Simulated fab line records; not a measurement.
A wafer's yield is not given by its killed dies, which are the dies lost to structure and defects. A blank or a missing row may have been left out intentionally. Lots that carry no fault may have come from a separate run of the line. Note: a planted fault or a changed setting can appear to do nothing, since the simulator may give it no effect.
Lot-split experiment + flow n5Finfet + 21 wafers read from 7 lots, route of 1938 steps

== ABOUT THE SPLIT ==
At N5_SDB_ALD_29 (deposits SiNx, target thk 30 nm, pulse time 1 s, ald cycles 600), the setting aldCycles was moved away from the recipe's 600 on 5 of the 21 wafers read, by -13.3% to +12.2%. For the rest of the wafers, this setting stayed at what the recipe calls for.

The reading is taken at the split's own step.

== THE READING ==
SiNx_of_SDB_ALD_29.thkNm (the simulator's own value, which no gauge read), in nm, at N5_SDB_ALD_29 (deposits SiNx, target thk 30 nm, pulse time 1 s, ald cycles 600). The file gives no usual value for it. Here, 16 wafers ran the recipe; their average is 30.0 nm with a standard deviation of 0.11 nm.

| wafer  | tool, chamber at the split | aldCycles as run | against the recipe | SiNx_of_SDB_ALD_29.thkNm, nm | against lot-mates on the recipe |
|--------|----------------------------|------------------|--------------------|------------------------------|---------------------------------|
| L078.3 | aldSin-01, 0,2             | 600              | recipe             | 30                           | -                               |
| L078.4 | aldSin-01, 0,2             | 600              | recipe             | 30                           | -                               |
| L078.6 | aldSin-01, 3               | 600              | recipe             | 29.8                         | -                               |
| L080.1 | aldSin-04, 1,0             | 600              | recipe             | 30                           | -                               |
| L080.2 | aldSin-04, 1,0             | 600              | recipe             | 30                           | -                               |
| L080.6 | aldSin-04, 3               | 673              | +12.2%             | 33.8                         | +3.8                            |
| L082.1 | aldSin-01, 3,2             | 600              | recipe             | 30                           | -                               |
| L082.3 | aldSin-01, 3,2             | 600              | recipe             | 30                           | -                               |
| L082.6 | aldSin-01, 0               | 600              | recipe             | 30.2                         | -                               |
| L084.2 | aldSin-04, 1               | 569              | -5.2%              | 28.4                         | -1.6                            |
| L084.3 | aldSin-04, 0               | 600              | recipe             | 30                           | -                               |
| L084.4 | aldSin-04, 3               | 569              | -5.2%              | 28.6                         | -1.4                            |
| L087.2 | aldSin-04, 3,1             | 600              | recipe             | 30                           | -                               |
| L087.3 | aldSin-04, 3,1             | 600              | recipe             | 30                           | -                               |
| L087.6 | aldSin-04, 0               | 600              | recipe             | 30.2                         | -                               |
| L093.1 | aldSin-04, 2,0             | 520              | -13.3%             | 26                           | -3.8                            |
| L093.6 | aldSin-04, 2,0             | 520              | -13.3%             | 26                           | -3.8                            |
| L093.3 | aldSin-04, 3               | 600              | recipe             | 29.8                         | -                               |
| L094.2 | aldSin-04, 2,0             | 600              | recipe             | 30                           | -                               |
| L094.3 | aldSin-04, 2,0             | 600              | recipe             | 30                           | -                               |
| L094.5 | aldSin-04, 2               | 600              | recipe             | 29.8                         | -                               |
If several chambers appear in one row, that row covers several wafers at once and the file leaves open which wafer was in which chamber.

FIT RESULTS
A straight line over all 21 wafers: SiNx_of_SDB_ALD_29.thkNm changes by +0.303 nm for each +1% of aldCycles; r = +1.00; the points scatter about the line by 0.11 nm.
The same after taking each lot's own level away (the mean of its wafers on the recipe; 21 wafers): +0.294 nm for each +1%; r = +1.00; scatter 0.1 nm.
According to that fit, moving aldCycles by its largest amount changes the reading by 3.9 nm.
From 29.80 to 30.07 nm: that is the span of the lots' own levels, equal to 2.4 times the standard deviation above.
Hence the lot-to-lot level has little effect on the slope; both slopes agree.
Check: for one of the wafers moved furthest among these (-13.3%), held out of the fit, the line's prediction against its lot-mates is -3.94 nm. Against them it came out at -3.8 nm.

== FURTHER SPLITS ON THESE WAFERS ==
Before the reading, these wafers also passed through other splits. Each is held against what the fit with the lots' levels taken away leaves over:
| other split on the same wafers   | wafers away from the commonest value | r with SiNx_of_SDB_ALD_29.thkNm (lot level and that fit taken away) |
|----------------------------------|--------------------------------------|---------------------------------------------------------------------|
| N5_SD_EPI_N_EXPOSE_06 doseMj     | 7                                    | +0.10                                                               |
| N5_SD_EPI_N_DESCUM_14 timeS      | 6                                    | -0.01                                                               |
| N5_SD_EPI_N_ETCH_45 targetDepthA | 5                                    | -0.32                                                               |

== THE WHOLE CHAIN: every reading that the file lists as answering this split, in the file's order ==
| step                         | what it does                                                            | reading                                                                   | change (the file's fit)                                                            | r (the file's) |
|------------------------------|-------------------------------------------------------------------------|---------------------------------------------------------------------------|------------------------------------------------------------------------------------|----------------|
| N5_SDB_ALD_29                | deposits SiNx, target thk 30 nm, pulse time 1 s, ald cycles 600         | SiNx_of_SDB_ALD_29.thkNm (the simulator's own value, which no gauge read) | +0.297 nm for each +1% of the setting                                              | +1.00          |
| N5_DUMMY_REMOVAL_HM_STRIP_01 | strips SiNx in CH3F/O2, stops on poly-Si, target depth 4 nm, time 6.8 s | SiNx_of_SDB_ALD_29.thkNm (the simulator's own value, which no gauge read) | not straight: 25.4 at the lowest setting, 29.36 at the recipe, 27.6 at the highest | not given      |

== THE FILE'S OWN FIT ==
SiNx_of_SDB_ALD_29.thkNm changes by +0.297 nm for each +1% of aldCycles, r = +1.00.
